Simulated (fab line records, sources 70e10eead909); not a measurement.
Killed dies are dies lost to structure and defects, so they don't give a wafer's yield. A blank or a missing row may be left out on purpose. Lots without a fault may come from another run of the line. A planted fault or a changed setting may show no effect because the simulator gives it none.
Chamber matching | flow nand_harc | NHARC_A_STAIRCASE_DESCUM_270 on rie_diel-07: 4 sister chambers
The step chemistry O2, time 3 s. 8 wafers are shown with their chamber, then 10 later ones without.

WAFERS WITH THEIR CHAMBER
wafer  | chamber | showerhead_plenum_p_Torr (Torr) | drypump_motor_current_A (A)
L082.6 | 1       | 1.78                            | 5.4
L085.2 | 1       | 1.78                            | 5.4
L085.6 | 3       | 2.02                            | 5.9
L084.2 | 2       | 1.97                            | 5.9
L084.3 | 0       | 2.04                            | 5.9
L084.5 | 2       | 1.97                            | 5.9
L088.2 | 0       | 2.04                            | 5.9
L088.3 | 3       | 2.01                            | 5.8

WAFERS WITHOUT THEIR CHAMBER
wafer  | showerhead_plenum_p_Torr (Torr) | drypump_motor_current_A (A)
L088.5 | 2.04                            | 5.9
L091.1 | 1.77                            | 5.4
L091.2 | 2.01                            | 5.8
L091.5 | 1.77                            | 5.4
L094.1 | 1.77                            | 5.5
L094.4 | 2.01                            | 5.8
L094.5 | 1.77                            | 5.4
L095.1 | 2.01                            | 5.8
L095.3 | 1.77                            | 5.4
L095.6 | 1.77                            | 5.5

WHICH CHAMBER EACH WENT THROUGH
wafer  | from the rows above | in truth
L088.5 | 0                   | 0
L091.1 | 1                   | 1
L091.2 | 3                   | 3
L091.5 | 1                   | 1
L094.1 | 1                   | 1
L094.4 | 3                   | 3
L094.5 | 1                   | 1
L095.1 | 3                   | 3
L095.3 | 1                   | 1
L095.6 | 1                   | 1
Placed correctly: 10 of 10. Can't be placed from these rows: 0. Placed wrongly: 0.
How it was worked out, from the rows above alone: a wafer's distance from a chamber is the root of the sum, over the readings, of the square of ((its reading less the chamber's mean) divided by the reading's scatter). The wafer belongs to the nearest chamber; if the next one is less than 2 further off, it can't be placed. A chamber's mean is the mean of its shown wafers. The scatter: the root of (the sum of the squares of (reading less its chamber's mean) over the shown wafers, divided by (wafers less chambers)).
